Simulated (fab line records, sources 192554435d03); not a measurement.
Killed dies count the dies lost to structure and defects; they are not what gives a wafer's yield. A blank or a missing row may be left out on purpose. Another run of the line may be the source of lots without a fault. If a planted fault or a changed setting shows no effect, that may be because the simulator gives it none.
Chamber matching -- flow n5_finfet -- N5_MIM_TOP_LITHO_DESCUM_10 on rie_diel-01: 4 sister chambers
The step chemistry O2, time 7.9 s. 14 wafers are shown with their chamber, then 7 later ones without.

## WAFERS PAIRED WITH THEIR CHAMBERS
wafer,chamber,drypump_motor_current_A (A),throttle_valve_pct (%),showerhead_plenum_p_Torr (Torr)
L404.2,2,6.6,20.5,2.08
L404.3,0,5.4,20.7,2.11
L404.5,3,5.1,20.5,1.98
L406.2,2,6.6,20.5,2.08
L406.4,0,5.5,20.8,2.11
L406.5,1,6.6,20.8,2.12
L409.1,0,5.5,20.7,2.11
L409.2,3,5.1,20.1,2.24
L409.5,3,5.1,20.1,2.24
L413.2,3,5.2,20.1,2.24
L413.3,1,6.6,20.9,2.12
L413.6,1,6.6,20.9,2.12
L420.1,2,6.6,20.2,2.07
L420.3,0,5.5,20.8,2.10

SIGNATURES (averages over the wafers above)
reading,chamber 0,chamber 1,chamber 2,chamber 3,scatter within a chamber
drypump_motor_current_A,5.475,6.600,6.600,5.125,0.0387
throttle_valve_pct,20.750,20.867,20.400,20.200,0.14
showerhead_plenum_p_Torr,2.1075,2.1200,2.0767,2.1750,0.0713
Rule: for a wafer and a chamber, the distance is found by dividing, reading by reading, the gap between the wafer's reading and the chamber's mean by the reading's scatter, squaring, summing and taking the root. If the next closest chamber is less than 2 further off than the closest, the wafer can't be placed; otherwise it belongs to the closest. The scatter: take each reading less its chamber's mean, square it, sum over the shown wafers, divide by the number of wafers less the number of chambers, and take the root.

## WAFERS WITH NO CHAMBER GIVEN
wafer,drypump_motor_current_A (A),throttle_valve_pct (%),showerhead_plenum_p_Torr (Torr)
L420.6,6.6,20.9,2.11
L421.3,6.6,20.9,2.11
L421.5,6.6,20.9,2.11
L421.6,6.6,20.1,2.07
L426.2,6.6,20.9,2.11
L426.3,5.1,20.2,2.23
L426.5,6.6,20.9,2.11

## WHICH CHAMBER EACH WENT THROUGH
wafer,from the rows above,in truth
L420.6,1,1
L421.3,1,1
L421.5,1,1
L421.6,2,2
L426.2,1,1
L426.3,3,3
L426.5,1,1
Correctly placed: 7 of 7. Left unplaced by these rows: 0. Number placed wrongly: 0.
